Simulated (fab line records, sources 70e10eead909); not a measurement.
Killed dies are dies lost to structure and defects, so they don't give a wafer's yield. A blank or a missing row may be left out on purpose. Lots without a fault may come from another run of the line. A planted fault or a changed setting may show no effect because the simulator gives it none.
Chamber matching | flow nand_harc | NHARC_A_CHANNEL_FILL_D1_ALD_02 on ald_hk-01: 4 sister chambers
The step deposits SiO2, target thk 6 nm, pulse time 10 s, ald cycles 60. 4 wafers are shown with their chamber, then 7 later ones without.

WAFERS WITH THEIR CHAMBER
wafer  | chamber | heater_power_w (W)
L557.2 | 3       | 602
L558.2 | 0       | 474
L560.1 | 1       | 556
L560.2 | 2       | 454

WAFERS WITHOUT THEIR CHAMBER
wafer  | heater_power_w (W)
L560.4 | 468
L561.2 | 594
L561.4 | 464
L561.5 | 599
L563.3 | 599
L563.5 | 555
L563.6 | 471

WHICH CHAMBER EACH WENT THROUGH
wafer  | from the rows above     | in truth
L560.4 | can't be placed: 0 or 2 | 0
L561.2 | 3                       | 3
L561.4 | can't be placed: 0 or 2 | 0
L561.5 | 3                       | 3
L563.3 | 3                       | 3
L563.5 | 1                       | 1
L563.6 | 0                       | 0
Placed correctly: 5 of 7. Can't be placed from these rows: 2 (the true chamber is among the candidates in 2). Placed wrongly: 0.
How it was worked out, from the rows above alone: a wafer's distance from a chamber is the root of the sum, over the readings, of the square of ((its reading less the chamber's mean) divided by the reading's scatter). The wafer belongs to the nearest chamber; if the next one is less than 2 further off, it can't be placed. A chamber's mean is the mean of its shown wafers. The scatter: with one shown wafer a chamber, the root of the mean of the squares of how far each hidden wafer lies from its nearest shown one.
